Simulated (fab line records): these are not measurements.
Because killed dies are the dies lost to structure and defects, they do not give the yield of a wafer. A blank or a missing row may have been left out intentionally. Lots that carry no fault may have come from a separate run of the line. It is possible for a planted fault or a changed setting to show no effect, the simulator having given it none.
Chamber matching -- flow nand harc -- rie diel-08 running NHARC_A_ZERO_WELL_DESCUM_12: 4 sister chambers
The step chemistry O2, time 3 s. 48 wafers are shown with their chamber, then 12 later ones without.

== WAFERS, EACH WITH ITS CHAMBER ==
wafer,chamber,showerhead plenum p Torr (Torr),drypump motor current A (A),oes product au (a.u.)
L075.1,0,1.79,6.3,1.012
L075.4,3,2.01,5.8,0.995
L075.5,0,1.79,6.3,1.008
L074.3,2,1.87,5.7,0.984
L074.4,3,2.01,5.8,0.982
L074.5,2,1.87,5.7,0.997
L074.1,0,1.79,6.3,1.006
L074.2,1,1.79,5.2,0.990
L074.6,3,2.01,5.8,0.990
L076.2,0,1.79,6.3,1.012
L076.5,1,1.79,5.1,1.000
L076.6,0,1.79,6.3,1.011
L076.1,3,2.01,5.8,0.986
L076.3,1,1.79,5.2,1.008
L076.4,2,1.87,5.7,1.006
L077.2,1,1.79,5.2,0.998
L077.4,0,1.79,6.3,1.008
L077.6,2,1.87,5.6,1.010
L078.1,3,2.01,5.8,0.999
L078.4,2,1.87,5.7,1.000
L078.6,3,2.01,5.8,0.997
L082.1,3,2.01,5.8,0.990
L082.2,2,1.87,5.6,0.985
L082.3,1,1.79,5.2,1.025
L082.4,0,1.79,6.3,0.981
L082.5,1,1.79,5.2,1.033
L082.6,2,1.87,5.6,0.985
L083.2,2,1.87,5.7,0.983
L083.4,1,1.79,5.2,1.001
L083.5,2,1.87,5.6,0.991
L084.2,3,2.01,5.8,0.980
L084.5,0,1.79,6.3,0.988
L084.6,3,2.01,5.8,0.980
L084.1,2,1.87,5.7,0.984
L084.3,1,1.79,5.2,1.013
L084.4,0,1.79,6.3,0.988
L086.1,2,1.87,5.7,0.995
L086.4,3,2.01,5.8,0.995
L086.6,1,1.79,5.2,1.009
L089.3,3,2.01,5.8,0.999
L089.4,2,1.87,5.6,0.996
L089.5,2,1.87,5.7,0.991
L089.1,0,1.78,6.3,0.995
L089.2,1,1.79,5.2,1.017
L089.6,3,2.01,5.8,0.987
L088.3,3,2.01,5.8,0.980
L088.4,1,1.79,5.1,1.024
L088.6,1,1.79,5.2,1.013

SIGNATURES, as means of the wafers listed above
reading,chamber 0,chamber 1,chamber 2,chamber 3,scatter within a chamber
showerhead plenum p Torr,1.7890,1.7900,1.8700,2.0100,0.00143
drypump motor current A,6.300,5.183,5.662,5.800,0.0328
oes product au,1.00090,1.01092,0.99285,0.98923,0.0102
Rule: for a wafer and a chamber, the distance is found by dividing, reading by reading, the gap between the wafer's reading and the chamber's mean by the reading's scatter, squaring, summing and taking the root. The wafer belongs to the nearest chamber; if the next one is less than 2 further off, it can't be placed. The scatter: the root of (the sum of the squares of (reading less its chamber's mean) over the shown wafers, divided by (wafers less chambers)).

== WAFERS WITH NO CHAMBER GIVEN ==
wafer,showerhead plenum p Torr (Torr),drypump motor current A (A),oes product au (a.u.)
L092.1,2.01,5.8,0.986
L092.2,1.87,5.6,1.001
L092.6,1.78,6.3,0.986
L093.1,2.01,5.8,0.989
L093.5,2.01,5.8,0.978
L093.6,1.78,6.3,0.980
L093.2,1.79,5.2,1.021
L093.3,1.78,6.3,0.983
L093.4,1.87,5.7,0.999
L094.1,1.79,5.2,1.019
L094.4,1.87,5.7,0.990
L094.6,1.87,5.6,1.006

== WHICH CHAMBER EACH ONE RAN IN ==
wafer,from the rows above,in truth
L092.1,3,3
L092.2,2,2
L092.6,0,0
L093.1,3,3
L093.5,3,3
L093.6,0,0
L093.2,1,1
L093.3,0,0
L093.4,2,2
L094.1,1,1
L094.4,2,2
L094.6,2,2
12 of 12 placed correctly. Not placeable from these rows: 0. Placed wrongly: 0.
